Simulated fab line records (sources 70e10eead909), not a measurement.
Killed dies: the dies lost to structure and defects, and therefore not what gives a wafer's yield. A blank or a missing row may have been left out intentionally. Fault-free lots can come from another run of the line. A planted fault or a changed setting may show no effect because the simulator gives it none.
fab line records	flow nand_harc
record lots=24	wafers=72	last_day=24
route steps=1159 shown A_WL_FILL@824 A_CONTACT@843
lots with no fault: from the same line, run without faults
start_h: hours from the record's first day to the start of the lot's first wafer shown	wait_h: hours since the lot's step before	" same as the row above	L1.1+2: a single row standing in for several wafers	- no value present, or no start provided	* or withheld: withheld	< > ~ a bound
route shown NAME@n: a module of which the file shows steps, and the number in the route of the first	usual: mean/standard deviation of fault-free wafers	same: alike in all rows	chamber/n: place in a boat	sites: per-site readings	_std_site: standard deviation of those values	_edge_site: the outer-site mean with the inner-site mean subtracted	radius_mm: how far each site lies from the wafer's centre	mask NAME#n: copy n	behind: the most recent tool/chamber to have shaped the wafer	hold: why the lot went on hold/how many hours it stayed there/how the hold came to an end	device: the transistor (n, p or np) that didn't switch	end of line: at the end of the route, the tests of the same wafers	a step given without rows: its recipe and nothing more	killed: dies that structure and defects cost at the first sort, which is not the same as the wafer's yield	map: a wafer's dies, x killed, . not, _ none there
set.NAME: setting as actually run; set.NAME@STEP: the setting as run at that earlier step	model.NAME: the simulator's own value behind a step, which no gauge read
the route's steps for a sample of lots (tables are steps, rows are wafers)
services: a tool's chamber out of use, with start hour (start_h, from the record's first day; less than 0 if before it), hours out, and reason
## steps
# step NHARC_A_WL_FILL_STRIP_29
# recipe time_s=20	o2_flow_sccm=500	ar_flow_sccm=0	bias_w=0	chemistry=O2
# usual drypump_motor_current_A=5.6/0.41	oes_product_au=1.000/0.01	rf_vpp_V=57.8/0.96	showerhead_plenum_p_Torr=3.53/0.13	throttle_valve_pct=17.037/0.0097
lot.wafer	tool	chamber	start_h	wait_h	drypump_motor_current_A	oes_product_au	rf_hours_counter_h	rf_vpp_V	showerhead_plenum_p_Torr	throttle_valve_pct
L074.4	rie_diel-13	3	337.77	0.1	5.9	1.011	2.4	58.4	3.48	17.038
L074.6	"	3	"	"	5.9	1.010	-	60.3	3.48	17.028
L074.5	"	0	"	"	4.9	1.012	-	57.9	3.70	17.032
L076.3	rie_diel-13	2	367.48	0.1	5.4	0.991	4.5	58.7	3.65	17.043
L076.5	"	0	"	"	4.9	0.999	-	56.5	3.69	17.038
L076.6	"	1	"	"	5.9	0.983	-	56.6	3.61	17.033
L075.1	rie_diel-13	3	367.52	0.1	5.9	1.011	4.0	58.4	3.48	17.039
L075.6	"	0	"	"	4.9	0.996	-	57.8	3.69	17.034
L075.5	"	1	"	"	5.9	0.997	-	58.2	3.61	17.046
L077.1	rie_diel-03	0	367.54	0.1	5.7	1.011	5.5	57.0	3.34	17.028
L077.2	"	1	"	"	5.0	0.995	5.5	58.7	3.62	17.037
L077.4	"	2	"	"	6.1	1.019	5.6	58.1	3.42	17.040
L079.1	rie_diel-13	2	371.30	0.1	5.5	0.988	5.1	58.8	3.65	17.035
L079.2	"	3	"	"	5.9	0.993	4.6	57.5	3.48	17.037
L079.6	"	0	"	"	4.9	0.990	-	57.5	3.69	17.024
L078.4	rie_diel-13	2	374.42	0.1	5.5	0.982	5.2	56.5	3.65	17.042
L078.5	"	2	"	"	5.5	0.996	-	57.7	3.65	17.031
L078.6	"	3	"	"	5.9	1.003	-	59.2	3.48	17.026
L081.2	rie_diel-03	2	377.52	0.1	6.2	1.018	5.7	57.0	3.42	17.053
L081.1	"	0	"	"	5.7	0.997	5.7	57.5	3.34	17.034
L081.4	"	1	"	"	5.1	0.990	5.6	57.9	3.62	17.041
L080.3	rie_diel-09	2	408.42	0.1	5.9	1.001	3.0	56.7	3.42	17.021
L080.5	"	0	"	"	5.9	1.007	-	57.3	3.45	17.034
L080.6	"	1	"	"	5.1	1.002	-	57.6	3.32	17.019
L082.4	rie_diel-13	3	419.48	0.1	5.8	0.996	7.7	57.6	3.47	17.035
L082.5	"	1	"	"	5.8	1.000	-	56.9	3.61	17.029
L082.6	"	2	"	"	5.5	0.983	-	58.8	3.65	17.029
L085.4	rie_diel-13	3	422.58	0.1	5.9	1.005	7.9	58.4	3.48	17.038
L085.2	"	1	"	"	5.8	1.003	8.0	58.5	3.61	17.050
L085.6	"	3	"	"	5.9	1.005	-	56.3	3.48	17.036
L084.1	rie_diel-03	1	422.58	0.1	5.1	0.998	0.8	58.4	3.62	17.048
L084.2	"	2	"	"	6.1	0.999	0.9	56.2	3.42	17.019
L084.4	"	3	"	"	5.9	0.992	0.9	59.1	3.68	17.054
L083.4	rie_diel-09	0	422.59	0.1	5.9	1.013	3.5	57.9	3.45	17.035
L083.6	"	0	"	"	5.9	1.002	-	56.4	3.45	17.021
L083.5	"	1	"	"	5.1	0.996	-	58.9	3.32	17.032
L089.4	rie_diel-09	1	429.30	0.1	5.1	0.997	3.7	57.4	3.32	17.035
L089.6	"	0	"	"	5.9	1.013	-	58.2	3.45	17.036
L089.5	"	1	"	"	5.1	0.989	-	58.0	3.32	17.046
L087.1	rie_diel-03	3	429.37	0.1	5.9	0.999	1.6	59.3	3.68	17.026
L087.6	"	3	"	"	5.9	0.980	-	59.7	3.68	17.043
L087.5	"	0	"	"	5.7	0.982	-	56.8	3.34	17.042
L090.1	rie_diel-13	2	435.98	0.1	5.4	0.992	9.0	57.3	3.65	17.019
L090.4	"	3	"	"	5.9	1.006	7.9	59.3	3.47	17.028
L090.5	"	2	"	"	5.5	0.991	-	59.5	3.65	17.049
L086.3	rie_diel-03	2	436.38	0.1	6.2	0.998	1.8	57.9	3.42	17.036
L086.1	"	0	"	"	5.7	0.986	1.7	57.7	3.34	17.059
L086.6	"	2	"	"	6.1	1.012	-	55.7	3.42	17.042
L091.3	rie_diel-13	1	436.45	0.1	5.8	1.012	9.1	58.1	3.61	17.047
L091.1	"	2	"	"	5.4	0.991	9.1	59.1	3.65	17.031
L091.4	"	3	"	"	5.9	1.006	7.9	59.1	3.48	17.045
L088.1	rie_diel-13	1	439.11	0.1	5.8	1.003	9.2	58.5	3.61	17.046
L088.3	"	2	"	"	5.5	0.989	9.1	59.6	3.65	17.025
L088.6	"	1	"	"	5.8	0.998	-	56.7	3.61	17.039
L092.1	rie_diel-09	3	456.37	0.1	4.9	1.000	0.3	57.3	3.36	17.030
L092.2	"	1	"	"	5.1	1.012	0.4	56.1	3.32	17.032
L092.5	"	3	"	"	4.9	1.006	-	57.6	3.36	17.037
L093.4	rie_diel-03	2	468.35	0.1	6.1	1.013	3.2	57.3	3.42	17.023
L093.1	"	3	"	"	5.9	0.993	3.4	58.7	3.68	17.032
L093.3	"	0	"	"	5.7	1.007	3.2	57.7	3.34	17.054
L096.2	rie_diel-09	3	473.95	0.1	4.9	1.009	0.6	55.9	3.36	17.049
L096.1	"	2	"	"	5.9	1.008	0.9	57.1	3.42	17.024
L096.6	"	0	"	"	5.9	0.999	-	55.9	3.45	17.022
L094.4	rie_diel-13	0	474.06	0.1	4.9	1.018	2.2	57.5	3.69	17.037
L094.2	"	1	"	"	5.8	0.993	1.9	57.9	3.61	17.037
L094.1	"	3	"	"	5.9	1.005	1.7	58.5	3.47	17.046
L095.4	rie_diel-09	0	474.87	0.1	5.9	1.007	1.1	57.3	3.45	17.043
L095.3	"	1	"	"	5.1	1.020	1.1	58.2	3.32	17.050
L095.6	"	0	"	"	5.9	0.996	-	56.3	3.45	17.041
L097.1	rie_diel-03	2	492.03	0.1	6.1	1.011	4.2	56.8	3.41	17.030
L097.2	"	3	"	"	5.9	0.992	4.4	58.8	3.68	17.028
L097.4	"	0	"	"	5.7	0.994	4.2	56.5	3.34	17.028
# step NHARC_A_WL_FILL_CVD_20
# recipe target_thk_a=750	temp_c=300	pressure_torr=40	wf6_flow_sccm=40	h2_flow_sccm=1600	ar_flow_sccm=1560	time_s=5064	material=W
# usual heater_power_w=466/72	mfc_wf6_sccm=40.00/0.11	throttle_valve_pct=7.9/0.38
lot.wafer	tool	chamber	start_h	wait_h	heater_power_w	mfc_wf6_sccm	throttle_valve_pct
L074.4	cvd_w-01	1	-	-	437	39.92	7.4
L074.5	"	1	"	"	442	40.00	7.7
L074.6	"	0	"	"	579	40.06	8.1
L077.1	cvd_w-01	1	-	-	452	40.12	7.3
L077.2	"	1	"	"	437	40.06	7.5
L077.4	"	1	"	"	438	40.01	7.5
L076.3	cvd_w-02	1	-	-	450	39.87	7.6
L076.5	"	1	"	"	449	39.74	7.7
L076.6	"	1	"	"	469	39.87	7.6
L075.1	cvd_w-02	0	-	-	394	40.25	8.7
L075.5	"	0	"	"	396	40.02	8.8
L075.6	"	1	"	"	449	40.08	7.8
L079.1	cvd_w-01	1	-	-	439	40.12	7.4
L079.2	"	1	"	"	446	40.10	7.5
L079.6	"	1	"	"	436	40.05	7.6
L078.4	cvd_w-02	0	-	-	378	39.81	7.9
L078.6	"	0	"	"	379	39.90	8.1
L078.5	"	1	"	"	437	40.06	7.7
L081.2	cvd_w-01	0	-	-	580	40.07	8.0
L081.1	"	1	"	"	438	39.94	7.5
L081.4	"	1	"	"	453	39.92	7.6
L080.3	cvd_w-01	0	-	-	579	39.98	8.3
L080.5	"	0	"	"	578	40.01	8.4
L080.6	"	1	"	"	448	40.08	7.3
L084.2	cvd_w-02	0	-	-	388	39.95	8.1
L084.1	"	1	"	"	457	39.98	7.7
L084.4	"	1	"	"	437	39.97	7.6
L082.4	cvd_w-01	0	-	-	586	39.89	8.2
L082.6	"	1	"	"	444	40.05	7.6
L082.5	"	0	"	"	588	39.81	8.1
L085.2	cvd_w-02	0	-	-	388	40.17	8.1
L085.4	"	1	"	"	444	40.01	7.5
L085.6	"	0	"	"	384	39.84	8.2
L083.4	cvd_w-01	1	-	-	446	39.73	7.5
L083.6	"	0	"	"	587	40.03	8.1
L083.5	"	1	"	"	450	40.10	7.5
L087.1	cvd_w-01	0	-	-	582	39.99	8.4
L087.6	"	1	"	"	449	40.13	7.6
L087.5	"	0	"	"	597	39.92	8.1
L089.4	cvd_w-02	0	-	-	380	39.93	8.4
L089.6	"	1	"	"	458	39.94	7.5
L089.5	"	0	"	"	370	40.10	8.4
L090.1	cvd_w-01	1	-	-	452	39.87	7.4
L090.4	"	1	"	"	449	40.14	7.4
L090.5	"	0	"	"	605	40.00	8.3
L086.1	cvd_w-02	1	-	-	450	40.03	7.6
L086.3	"	1	"	"	444	39.87	7.4
L086.6	"	0	"	"	390	39.96	8.3
L091.1	cvd_w-01	1	-	-	443	39.90	7.7
L091.4	"	0	"	"	583	39.73	8.4
L091.3	"	1	"	"	446	39.99	7.5
L088.1	cvd_w-02	1	-	-	443	40.10	7.8
L088.3	"	0	"	"	390	39.94	8.4
L088.6	"	1	"	"	442	39.86	7.4
L092.2	cvd_w-02	1	-	-	444	39.89	7.6
L092.1	"	0	"	"	380	40.04	8.2
L092.5	"	1	"	"	439	39.86	7.6
L093.1	cvd_w-01	1	-	-	448	40.08	7.3
L093.3	"	0	"	"	584	40.03	8.5
L093.4	"	1	"	"	438	40.23	7.7
L096.2	cvd_w-02	0	-	-	388	39.87	8.4
L096.1	"	1	"	"	440	39.98	7.5
L096.6	"	1	"	"	445	40.10	7.5
L094.2	cvd_w-02	0	-	-	387	40.21	8.3
L094.1	"	1	"	"	454	39.97	7.8
L094.4	"	0	"	"	380	40.06	8.8
L095.4	cvd_w-01	1	-	-	427	40.03	7.9
L095.3	"	0	"	"	594	39.97	8.4
L095.6	"	0	"	"	599	39.96	8.4
L097.2	cvd_w-01	0	-	-	602	39.98	8.6
L097.1	"	1	"	"	437	40.14	7.9
L097.4	"	0	"	"	607	39.87	8.2
# step NHARC_A_CONTACT_DEP_29
# recipe target_thk_a=700	target_thk_nm=70	temp_c=400	pressure_torr=3.5	flow_sccm=200	rf_w=350	material=SiON
# usual heater_power_w=698/79
lot.wafer	tool	chamber	start_h	wait_h	heater_power_w
L074.5	pecvd-04	2	357.85	0.5	640
L074.4	"	0	"	"	824
L074.6	"	1	"	"	841
L076.3	pecvd-02	1	386.95	1.1	683
L076.6	"	1	"	"	678
L076.5	"	2	"	"	646
L077.1	pecvd-02	0	387.12	2.0	655
L077.2	"	1	"	"	655
L077.4	"	2	"	"	665
L075.1	pecvd-02	0	392.08	1.9	541
L075.5	"	2	"	"	691
L075.6	"	1	"	"	581
L079.1	pecvd-02	2	404.46	1.9	752
L079.2	"	0	"	"	614
L079.6	"	0	"	"	634
L078.5	pecvd-04	0	411.42	0.5	878
L078.6	"	1	"	"	757
L078.4	"	2	"	"	686
L081.1	pecvd-04	2	415.26	1.9	673
L081.2	"	0	"	"	900
L081.4	"	0	"	"	892
L080.3	pecvd-04	0	428.24	1.3	811
L080.6	"	0	"	"	844
L080.5	"	1	"	"	740
L082.4	pecvd-02	2	436.39	0.8	615
L082.6	"	0	"	"	546
L082.5	"	1	"	"	708
L084.1	pecvd-02	0	436.82	1.9	623
L084.2	"	1	"	"	687
L084.4	"	1	"	"	684
L083.5	pecvd-02	1	440.79	0.5	611
L083.4	"	2	"	"	731
L083.6	"	0	"	"	627
L085.2	pecvd-04	0	441.11	1.5	888
L085.4	"	2	"	"	612
L085.6	"	1	"	"	752
L087.1	pecvd-01	0	447.34	1.8	684
L087.6	"	0	"	"	676
L087.5	"	1	"	"	760
L089.6	pecvd-02	1	448.35	0.1	624
L089.5	"	2	"	"	730
L089.4	"	0	"	"	613
L090.1	pecvd-02	1	452.24	1.9	642
L090.4	"	2	"	"	697
L090.5	"	0	"	"	641
L086.1	pecvd-01	0	454.39	1.9	648
L086.3	"	1	"	"	670
L086.6	"	2	"	"	662
L091.3	pecvd-02	0	456.49	1.1	651
L091.1	"	1	"	"	729
L091.4	"	2	"	"	705
L088.3	pecvd-01	0	459.44	1.1	729
L088.1	"	2	"	"	758
L088.6	"	0	"	"	716
L092.1	pecvd-04	2	475.98	2.0	728
L092.2	"	0	"	"	764
L092.5	"	2	"	"	709
L093.3	pecvd-02	1	483.12	1.1	699
L093.1	"	0	"	"	586
L093.4	"	1	"	"	704
L096.1	pecvd-04	0	492.91	2.2	900
L096.2	"	1	"	"	807
L096.6	"	2	"	"	591
L094.1	pecvd-01	2	498.66	2.0	665
L094.2	"	1	"	"	752
L094.4	"	0	"	"	663
L095.3	pecvd-01	2	500.78	1.2	770
L095.4	"	0	"	"	615
L095.6	"	1	"	"	770
L097.2	pecvd-01	1	508.76	1.5	638
L097.1	"	2	"	"	748
L097.4	"	1	"	"	677
# step NHARC_A_CONTACT_CD_MEAS_42
# recipe target_cd_nm=200	landing_energy_ev=500
# usual cd_nm=200.0/0.52
# same landing_energy_ev=500
lot.wafer	tool	chamber	start_h	wait_h	cd_nm
L074.4	cd_sem-01	0	358.49	-	200.1
L074.5	"	0	"	"	200.0
L074.6	"	0	"	"	200.1
L076.3	cd_sem-01	0	387.65	-	200.2
L076.5	"	0	"	"	200.1
L076.6	"	0	"	"	200.2
L077.1	cd_sem-02	0	387.81	-	199.2
L077.2	"	0	"	"	200.0
L077.4	"	0	"	"	199.7
L075.1	cd_sem-03	0	392.65	-	199.4
L075.5	"	0	"	"	200.0
L075.6	"	0	"	"	199.5
L079.1	cd_sem-01	0	405.15	-	200.7
L079.2	"	0	"	"	199.8
L079.6	"	0	"	"	200.3
L078.4	cd_sem-02	0	412.06	-	200.4
L078.5	"	0	"	"	200.3
L078.6	"	0	"	"	200.5
L081.1	cd_sem-02	0	415.95	-	200.5
L081.2	"	0	"	"	200.5
L081.4	"	0	"	"	200.5
L080.3	cd_sem-01	0	428.98	-	200.0
L080.5	"	0	"	"	199.4
L080.6	"	0	"	"	200.8
L082.4	cd_sem-03	0	437.04	-	200.0
L082.5	"	0	"	"	200.4
L082.6	"	0	"	"	200.0
L084.1	cd_sem-03	0	437.54	-	199.8
L084.2	"	0	"	"	199.8
L084.4	"	0	"	"	200.4
L083.4	cd_sem-01	0	441.44	-	200.7
L083.5	"	0	"	"	200.0
L083.6	"	0	"	"	199.9
L085.2	cd_sem-02	0	441.81	-	199.7
L085.4	"	0	"	"	199.8
L085.6	"	0	"	"	200.0
L087.1	cd_sem-01	0	448.07	-	199.8
L087.5	"	0	"	"	199.2
L087.6	"	0	"	"	199.3
L089.4	cd_sem-03	0	448.87	-	199.8
L089.5	"	0	"	"	200.4
L089.6	"	0	"	"	199.3
L090.1	cd_sem-03	0	452.78	-	200.8
L090.4	"	0	"	"	201.4
L090.5	"	0	"	"	200.4
L086.1	cd_sem-03	0	455.14	-	199.9
L086.3	"	0	"	"	199.5
L086.6	"	0	"	"	200.0
L091.1	cd_sem-02	0	457.06	-	199.8
L091.3	"	0	"	"	199.8
L091.4	"	0	"	"	199.8
L088.1	cd_sem-02	0	460.16	-	200.3
L088.3	"	0	"	"	199.6
L088.6	"	0	"	"	199.2
L092.1	cd_sem-03	0	476.68	-	199.7
L092.2	"	0	"	"	198.6
L092.5	"	0	"	"	199.7
L093.1	cd_sem-01	0	483.84	-	200.3
L093.3	"	0	"	"	200.1
L093.4	"	0	"	"	199.8
L096.1	cd_sem-01	0	493.48	-	199.6
L096.2	"	0	"	"	199.1
L096.6	"	0	"	"	199.8
L094.1	cd_sem-01	0	499.38	-	200.9
L094.2	"	0	"	"	200.0
L094.4	"	0	"	"	200.8
L095.3	cd_sem-01	0	501.33	-	200.4
L095.4	"	0	"	"	200.0
L095.6	"	0	"	"	199.5
L097.1	cd_sem-02	0	509.48	-	199.3
L097.2	"	0	"	"	199.6
L097.4	"	0	"	"	200.0
# step NHARC_A_CONTACT_ETCH_102
# recipe target_depth_a=700	overetch_a=70	time_s=38.5	ion_energy_ev=100	cf4_flow_sccm=80	o2_flow_sccm=20	ar_flow_sccm=0	rf_w=300	bias_w=100	chemistry=CF4/O2
# usual drypump_motor_current_A=5.9/0.38	oes_product_au=1.001/0.0091	rf_vpp_V=197.7/1.2	showerhead_plenum_p_Torr=1.33/0.052	throttle_valve_pct=13.398/0.0092
lot.wafer	tool	chamber	start_h	wait_h	drypump_motor_current_A	oes_product_au	rf_hours_counter_h	rf_vpp_V	showerhead_plenum_p_Torr	throttle_valve_pct
L074.4	rie_diel-07	3	362.37	0.1	6.2	1.022	25	196.8	1.27	13.382
L074.6	"	3	"	"	6.2	1.001	-	196.3	1.27	13.397
L074.5	"	0	"	"	5.6	0.999	-	198.2	1.37	13.399
L076.3	rie_diel-07	1	391.53	0.1	5.9	1.010	31	199.5	1.40	13.424
L076.6	"	1	"	"	5.9	1.010	-	198.9	1.40	13.389
L076.5	"	2	"	"	6.2	0.990	-	199.7	1.38	13.394
L077.4	rie_diel-02	1	391.75	0.1	5.4	1.000	19	197.1	1.28	13.388
L077.1	"	2	"	"	5.2	0.981	18	198.3	1.31	13.405
L077.2	"	3	"	"	6.3	1.012	20	198.5	1.34	13.399
L075.1	rie_diel-06	3	396.42	0.0	6.0	1.011	53	199.7	1.39	13.402
L075.5	"	3	"	"	6.0	1.021	-	199.4	1.39	13.412
L075.6	"	0	"	"	6.5	0.998	-	197.1	1.31	13.400
L079.2	rie_diel-06	3	408.91	0.1	6.0	1.003	55	196.7	1.39	13.402
L079.1	"	1	"	"	6.0	1.000	58	198.7	1.43	13.411
L079.6	"	0	"	"	6.4	0.993	-	196.4	1.31	13.380
L078.4	rie_diel-07	2	415.91	0.1	6.2	1.013	0	198.3	1.38	13.399
L078.6	"	3	"	"	6.2	1.020	-	196.9	1.27	13.374
L078.5	"	0	"	"	5.6	0.999	-	197.9	1.36	13.405
L081.2	rie_diel-02	1	419.80	0.1	5.4	0.986	27	196.6	1.28	13.408
L081.1	"	3	"	"	6.3	1.004	30	197.5	1.34	13.394
L081.4	"	0	"	"	6.0	1.007	31	196.0	1.27	13.399
L080.3	rie_diel-07	1	432.77	0.1	5.9	0.999	4	199.3	1.40	13.385
L080.6	"	2	"	"	6.2	0.995	-	198.0	1.37	13.387
L080.5	"	3	"	"	6.2	1.024	-	195.2	1.27	13.388
L082.4	rie_diel-07	1	440.93	0.1	5.9	1.001	5	198.8	1.40	13.400
L082.5	"	0	"	"	5.6	0.985	-	197.7	1.36	13.399
L082.6	"	1	"	"	5.9	1.004	-	199.5	1.40	13.396
L084.2	rie_diel-07	0	441.67	0.1	5.6	0.988	5	197.6	1.36	13.402
L084.1	"	1	"	"	5.9	1.009	5	198.2	1.40	13.400
L084.4	"	2	"	"	6.2	0.996	5	198.6	1.37	13.386
L083.4	rie_diel-07	0	445.43	0.1	5.6	0.999	7	197.6	1.36	13.399
L083.6	"	3	"	"	6.2	1.012	-	195.7	1.27	13.395
L083.5	"	0	"	"	5.6	0.989	-	198.4	1.36	13.375
L085.2	rie_diel-06	0	445.97	0.1	6.5	0.988	6	196.4	1.30	13.386
L085.4	"	2	"	"	5.4	1.010	8	198.4	1.35	13.392
L085.6	"	0	"	"	6.5	0.989	-	197.1	1.30	13.399
L087.1	rie_diel-02	3	451.86	0.1	6.3	1.003	41	197.6	1.33	13.394
L087.5	"	1	"	"	5.4	0.986	-	196.9	1.28	13.390
L087.6	"	2	"	"	5.2	0.993	-	197.0	1.30	13.383
L089.4	rie_diel-02	2	452.96	0.1	5.2	0.988	42	196.3	1.30	13.412
L089.6	"	0	"	"	6.0	0.996	-	197.5	1.26	13.397
L089.5	"	1	"	"	5.4	0.994	-	196.9	1.28	13.396
L090.4	rie_diel-06	0	456.88	0.1	6.4	1.000	13	196.1	1.30	13.395
L090.1	"	3	"	"	6.0	1.006	14	198.8	1.38	13.410
L090.5	"	0	"	"	6.5	0.989	-	197.6	1.30	13.388
L086.3	rie_diel-07	1	459.00	0.0	5.9	1.004	11	198.5	1.39	13.410
L086.1	"	3	"	"	6.2	1.006	10	195.7	1.27	13.394
L086.6	"	2	"	"	6.2	1.002	-	198.5	1.37	13.390
L091.4	rie_diel-02	0	461.37	0.2	6.1	0.983	51	196.2	1.26	13.407
L091.1	"	1	"	"	5.4	0.995	48	196.6	1.28	13.408
L091.3	"	3	"	"	6.3	1.004	46	197.5	1.33	13.395
L088.1	rie_diel-02	0	464.05	0.1	6.0	0.987	51	197.3	1.26	13.395
L088.3	"	1	"	"	5.4	0.995	49	196.5	1.28	13.398
L088.6	"	0	"	"	6.0	0.998	-	196.2	1.26	13.398
L092.1	rie_diel-07	0	480.82	0.0	5.6	1.005	14	198.9	1.36	13.421
L092.2	"	1	"	"	5.9	0.997	15	198.3	1.39	13.385
L092.5	"	1	"	"	5.9	0.998	-	199.5	1.39	13.409
L093.4	rie_diel-02	2	487.60	0.1	5.2	1.004	56	197.4	1.30	13.395
L093.1	"	3	"	"	6.3	1.011	54	196.0	1.33	13.387
L093.3	"	0	"	"	6.1	0.988	59	196.6	1.26	13.400
L096.2	rie_diel-06	1	497.34	0.1	6.0	1.008	26	200.4	1.43	13.418
L096.1	"	3	"	"	6.0	0.997	29	196.6	1.38	13.391
L096.6	"	3	"	"	6.0	1.000	-	201.0	1.38	13.401
L094.1	rie_diel-02	2	504.56	1.4	5.2	0.992	63	195.7	1.30	13.397
L094.4	"	3	"	"	6.3	1.007	61	197.6	1.33	13.408
L094.2	"	0	"	"	6.1	0.994	66	195.7	1.26	13.395
L095.4	rie_diel-02	2	505.12	0.0	5.2	0.996	63	196.3	1.30	13.378
L095.3	"	3	"	"	6.3	1.005	61	196.6	1.33	13.400
L095.6	"	3	"	"	6.3	1.017	-	197.4	1.33	13.397
L097.2	rie_diel-06	3	513.30	0.1	6.1	0.999	35	198.0	1.38	13.391
L097.1	"	2	"	"	5.5	1.011	31	198.8	1.35	13.399
L097.4	"	2	"	"	5.5	0.998	-	197.5	1.34	13.402
# step NHARC_A_CONTACT_INSPECT_71
# usual raw_defect_count=30/13
lot.wafer	tool	chamber	start_h	wait_h	raw_defect_count
L074.4	defect_inspect-02	-	368.43	0.0	22
L074.5	"	-	"	"	20
L074.6	"	-	"	"	18
L076.3	defect_inspect-01	-	394.79	0.0	14
L076.5	"	-	"	"	24
L076.6	"	-	"	"	19
L077.1	defect_inspect-02	-	395.00	0.0	11
L077.2	"	-	"	"	18
L077.4	"	-	"	"	13
L075.1	defect_inspect-01	-	400.61	0.0	21
L075.5	"	-	"	"	21
L075.6	"	-	"	"	21
L079.1	defect_inspect-01	-	413.77	0.0	19
L079.2	"	-	"	"	19
L079.6	"	-	"	"	23
L078.4	defect_inspect-01	-	419.12	0.0	37
L078.5	"	-	"	"	26
L078.6	"	-	"	"	18
L081.1	defect_inspect-02	-	423.08	0.0	27
L081.2	"	-	"	"	22
L081.4	"	-	"	"	25
L080.3	defect_inspect-01	-	435.89	0.0	10
L080.5	"	-	"	"	12
L080.6	"	-	"	"	6
L082.4	defect_inspect-02	-	444.82	0.0	30
L082.5	"	-	"	"	20
L082.6	"	-	"	"	28
L084.1	defect_inspect-01	-	445.26	0.0	24
L084.2	"	-	"	"	26
L084.4	"	-	"	"	34
L083.4	defect_inspect-01	-	449.91	0.0	27
L083.5	"	-	"	"	28
L083.6	"	-	"	"	30
L085.2	defect_inspect-01	-	450.81	0.0	43
L085.4	"	-	"	"	32
L085.6	"	-	"	"	34
L087.1	defect_inspect-02	-	455.09	0.0	24
L087.5	"	-	"	"	29
L087.6	"	-	"	"	36
L089.4	defect_inspect-02	-	456.10	0.0	16
L089.5	"	-	"	"	17
L089.6	"	-	"	"	13
L090.1	defect_inspect-02	-	460.85	0.0	44
L090.4	"	-	"	"	30
L090.5	"	-	"	"	35
L086.1	defect_inspect-02	-	462.26	0.0	28
L086.3	"	-	"	"	33
L086.6	"	-	"	"	31
L091.1	defect_inspect-02	-	464.75	0.0	37
L091.3	"	-	"	"	31
L091.4	"	-	"	"	35
L088.1	defect_inspect-01	-	467.45	0.0	50
L088.3	"	-	"	"	65
L088.6	"	-	"	"	44
L092.1	defect_inspect-02	-	484.87	0.0	70
L092.2	"	-	"	"	51
L092.5	"	-	"	"	59
L093.1	defect_inspect-02	-	490.74	0.0	10
L093.3	"	-	"	"	7
L093.4	"	-	"	"	20
L096.1	defect_inspect-02	-	501.09	0.0	40
L096.2	"	-	"	"	41
L096.6	"	-	"	"	34
L094.1	defect_inspect-01	-	507.82	0.0	39
L094.2	"	-	"	"	35
L094.4	"	-	"	"	34
L095.3	defect_inspect-01	-	510.38	0.0	63
L095.4	"	-	"	"	52
L095.6	"	-	"	"	59
L097.1	defect_inspect-02	-	517.08	0.0	28
L097.2	"	-	"	"	44
L097.4	"	-	"	"	43
## services
tool	chamber	start_h	hours	kind
pecvd-04	-	314.10	1.7	repair
pecvd-01	2	314.69	31.1	repair
rie_diel-02	-	329.09	9.0	pm
pecvd-01	-	333.80	6.2	repair
pecvd-02	-	334.22	13.0	pm
rie_diel-13	-	340.44	0.2	repair
cvd_w-01	0	364.75	28.1	repair
cvd_w-02	0	367.51	11.3	repair
pecvd-04	-	377.58	13.0	pm
cvd_w-02	-	387.15	13.0	pm
rie_diel-06	-	390.24	1.4	repair
rie_diel-03	-	392.12	0.7	repair
rie_diel-03	-	392.82	9.0	pm
pecvd-04	-	397.49	0.5	repair
cvd_w-01	0	398.64	3.3	repair
rie_diel-07	-	405.20	9.0	pm
rie_diel-13	2	411.58	2.5	repair
rie_diel-13	3	423.25	12.6	repair
rie_diel-02	3	427.16	5.2	repair
rie_diel-07	0	439.06	1.8	repair
rie_diel-13	-	453.00	9.0	pm
cvd_w-01	-	478.24	13.0	pm
rie_diel-07	2	495.11	1.8	repair
rie_diel-02	-	506.09	9.0	pm
## key
fault none
